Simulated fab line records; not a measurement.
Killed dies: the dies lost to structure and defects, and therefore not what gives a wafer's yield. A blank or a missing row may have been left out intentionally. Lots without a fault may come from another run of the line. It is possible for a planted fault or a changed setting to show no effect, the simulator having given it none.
Split-lot trial | flow n5 finfet | route with 1938 steps; 7 lots, 21 wafers read

SPLIT DETAILS
At N5_HKMG_FIN_ETCH_35 (etches SOC in N2/H2, target depth 215.8 nm, time 243.4 s), the setting source w was moved away from the recipe's 3000 W on 6 of the 21 wafers read, by +9.3% to +17.2%. For the rest of the wafers, this setting stayed at what the recipe calls for.

The reading is taken at the split's own step.

THE READING
rf vpp V, in V, at N5_HKMG_FIN_ETCH_35 (etches SOC in N2/H2, target depth 215.8 nm, time 243.4 s). A value of 141.7 V with a standard deviation of 1.1 V is what fault-free wafers of this fab line usually give.

wafer  | tool, chamber at the split | source w as run, W | against the recipe | rf vpp V, V | against lot-mates on the recipe
L074.2 | rie diel-06, 3             | 3000               | recipe             | 141.6       | -
L074.4 | rie diel-06, 2             | 3515               | +17.2%             | 132.9       | -9.3
L074.6 | rie diel-06, 3             | 3000               | recipe             | 142.9       | -
L077.1 | rie diel-04, 2             | 3000               | recipe             | 141.6       | -
L077.4 | rie diel-04, 0             | 3000               | recipe             | 141.1       | -
L077.6 | rie diel-04, 2             | 3483               | +16.1%             | 135.0       | -6.3
L078.1 | rie diel-06, 0             | 3000               | recipe             | 140.7       | -
L078.2 | rie diel-06, 1             | 3000               | recipe             | 143.7       | -
L078.4 | rie diel-06, 2             | 3000               | recipe             | 141.7       | -
L082.1 | rie diel-06, 3             | 3000               | recipe             | 141.3       | -
L082.2 | rie diel-06, 0             | 3000               | recipe             | 140.7       | -
L082.3 | rie diel-06, 2             | 3000               | recipe             | 141.3       | -
L083.2 | rie diel-02, 3             | 3000               | recipe             | 142.2       | -
L083.5 | rie diel-02, 1             | 3513               | +17.1%             | 134.5       | -7.7
L083.6 | rie diel-02, 0             | 3513               | +17.1%             | 133.1       | -9.1
L087.1 | rie diel-06, 1             | 3280               | +9.3%              | 140.3       | -1.2
L087.2 | rie diel-06, 0             | 3000               | recipe             | 141.5       | -
L087.4 | rie diel-06, 2             | 3280               | +9.3%              | 136.2       | -5.3
L093.1 | rie diel-06, 2             | 3000               | recipe             | 141.2       | -
L093.3 | rie diel-06, 1             | 3000               | recipe             | 142.5       | -
L093.5 | rie diel-06, 3             | 3000               | recipe             | 141.5       | -

FIT RESULTS
A straight line over all 21 wafers: rf vpp V changes by -0.455 V for each +1% of source w; r = -0.95; the points scatter about the line by 1.1 V.
The same after taking each lot's own level away (the mean of its wafers on the recipe; 21 wafers): -0.47 V for each +1%; r = -0.95; scatter 1.1 V.
Per that fit: largest source w move, reading shift of 8.1 V.
Across the lots, their own levels run from 141.10 to 142.25 V, a range of 1.0 times the standard deviation given above.
Hence the lot-to-lot level has little effect on the slope; both slopes agree.
Check: -7.6 V against its lot-mates is what the line predicts for one of the wafers moved furthest among these (+17.2%) when that wafer is left out of the fit. Against them it came out at -9.35 V.
Tool readings at the split's step, against how far the setting was moved: rf vpp V r = -0.95.

THESE WAFERS: OTHER SPLITS
Note: prior to the reading, these wafers also went through further splits. Each is held against what the fit with the lots' levels taken away leaves over:
other split on the same wafers | wafers away from the commonest value | r with rf vpp V (lot level and that fit taken away)
N5_SDB_EXPOSE_08 dose mj       | 7                                    | +0.14

THE WHOLE CHAIN: every reading that the file lists as answering this split, in the file's order
step                | what it does                                             | reading                                                                         | change (the file's fit)              | r (the file's)
N5_HKMG_FIN_ETCH_35 | etches SOC in N2/H2, target depth 215.8 nm, time 243.4 s | rf vpp V                                                                        | -0.469 V for each +1% of the setting | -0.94
N5_HKMG_FIN_ETCH_35 | etches SOC in N2/H2, target depth 215.8 nm, time 243.4 s | SOC_of_HKMG_FIN_COAT_29.thk nm (the simulator's own value, which no gauge read) | -1.96 nm for each +1% of the setting | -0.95
N5_HKMG_FIN_ETCH_35 | etches SOC in N2/H2, target depth 215.8 nm, time 243.4 s | etch.depth nm (the simulator's own value, which no gauge read)                  | +1.95 nm for each +1% of the setting | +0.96
N5_HKMG_FIN_ETCH_35 | etches SOC in N2/H2, target depth 215.8 nm, time 243.4 s | HKMG_FIN.feature depth nm (the simulator's own value, which no gauge read)      | +1.95 nm for each +1% of the setting | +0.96

FILE'S OWN FIT
rf vpp V changes by -0.469 V for each +1% of source w, r = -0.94.
